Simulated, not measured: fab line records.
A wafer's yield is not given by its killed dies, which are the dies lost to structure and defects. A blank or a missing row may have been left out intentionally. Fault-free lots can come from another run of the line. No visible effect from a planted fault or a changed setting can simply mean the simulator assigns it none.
What tool caused it? / flow n5_finfet / route of 1938 steps, sampled at 1 step: 9 lots, 27 wafers

== WHAT EACH GAUGE READ, for each wafer ==
N5_BEOL_M4_RC_MEAS_101.
lot=L504; measured=day 8 00:26; on=prober-02; DIBL_N (mV/V)=35.2 37.8 35.8
lot=L506; measured=day 8 07:41; on=prober-02; DIBL_N (mV/V)=32.6 32.3 32.3
lot=L511; measured=day 10 03:58; on=prober-02; DIBL_N (mV/V)=31.6 33.2 33.5
lot=L513; measured=day 11 02:29; on=prober-02; DIBL_N (mV/V)=36.2 40.1 39.7
lot=L512; measured=day 11 13:41; on=prober-02; DIBL_N (mV/V)=36.3 34.7 33.9
lot=L516; measured=day 11 20:07; on=prober-02; DIBL_N (mV/V)=37.1 38.7 39.6
lot=L519; measured=day 12 22:51; on=prober-01; DIBL_N (mV/V)=33.0 36.1 35.6
lot=L526; measured=day 14 01:46; on=prober-02; DIBL_N (mV/V)=36.8 33.8 34.3
lot=L522; measured=day 14 07:01; on=prober-02; DIBL_N (mV/V)=37.0 34.8 38.7

== TOOL THAT RAN EACH LOT (tool first, then ch and the chambers of the sampled wafers, then the start) ==
No process step before these readings appears in the record.

== THE ANSWER, worked out from the rows above alone ==
Rule: what is usual is taken from the lots themselves. Put in order of their means at a reading, lots are off if they are a third of the lots or fewer, leave a main group of 4 or more, and stand apart from it by a gap of 3 or more times the standard deviation of the main group's means; of several such gaps the widest counts. A main group is skipped when, at the precision printed for the reading in the tables above, its means are all equal. Also off: a lot with no number at a reading for which 4 or more lots have one. Where the step has rows for the other lots, those lots are counted as sound.
None of the lots is off at any reading shown; this tells nothing.

== WHAT THE SIMULATOR PUT IN ==
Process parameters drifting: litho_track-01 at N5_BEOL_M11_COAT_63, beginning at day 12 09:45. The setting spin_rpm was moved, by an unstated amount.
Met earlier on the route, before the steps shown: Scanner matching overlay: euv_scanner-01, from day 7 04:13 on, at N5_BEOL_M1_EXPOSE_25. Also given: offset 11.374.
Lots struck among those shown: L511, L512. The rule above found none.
